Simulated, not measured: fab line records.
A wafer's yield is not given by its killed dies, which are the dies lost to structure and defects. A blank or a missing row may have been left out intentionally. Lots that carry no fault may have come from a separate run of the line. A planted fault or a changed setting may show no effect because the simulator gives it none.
Chamber matching -- flow n5-finfet -- thermal-cvd-si-01 running N5_HKMG_FIN_CVD_62: 3 sister chambers
The step deposits a-Si from Si2H6, target thk 3 nm, time 20.8 s. 36 wafers are shown with their chamber, then 12 later ones without.

== WAFERS WITH THEIR CHAMBER ==
wafer,chamber,heater-power-w (W)
L074.4,1,1247
L074.5,0,1407
L074.6,2,1572
L076.3,2,1550
L076.4,2,1524
L076.5,1,1248
L078.1,2,1546
L078.3,0,1467
L078.6,0,1425
L080.1,0,1447
L080.4,1,1239
L080.5,0,1448
L082.1,2,1575
L082.2,1,1265
L082.3,0,1466
L084.1,2,1571
L084.2,1,1295
L084.3,0,1442
L084.4,1,1248
L084.5,2,1549
L084.6,0,1459
L086.1,2,1569
L086.4,1,1232
L086.5,2,1558
L088.1,2,1600
L088.2,0,1462
L088.3,1,1226
L088.4,0,1484
L088.5,1,1255
L088.6,2,1551
L090.2,1,1253
L090.4,2,1558
L090.6,1,1264
L092.1,2,1572
L092.2,0,1491
L092.3,1,1247

SIGNATURES (averages over the wafers above)
reading,chamber 0,chamber 1,chamber 2,scatter within a chamber
heater-power-w,1454.36,1251.58,1561.15,20.3
Rule: a wafer lies at a distance from a chamber equal to the root of the sum of squares, over the readings, of (its reading less the chamber's mean, divided by the reading's scatter). If the next closest chamber is less than 2 further off than the closest, the wafer can't be placed; otherwise it belongs to the closest. The scatter is the square root of a quotient: the sum, over the shown wafers, of each reading's squared deviation from its chamber's mean, divided by wafers minus chambers.

== WAFERS MISSING THEIR CHAMBER ==
wafer,heater-power-w (W)
L092.4,1262
L092.5,1421
L092.6,1556
L094.1,1556
L094.2,1465
L094.6,1556
L096.1,1587
L096.2,1246
L096.3,1272
L096.4,1608
L096.5,1246
L096.6,1531

== WHICH CHAMBER EACH WENT THROUGH ==
wafer,from the rows above,in truth
L092.4,1,1
L092.5,0,0
L092.6,2,2
L094.1,2,2
L094.2,0,0
L094.6,2,2
L096.1,2,2
L096.2,1,1
L096.3,1,1
L096.4,2,2
L096.5,1,1
L096.6,2,2
Correct placement for 12 of the 12. From these rows, 0 cannot be placed. Placed wrongly: 0.
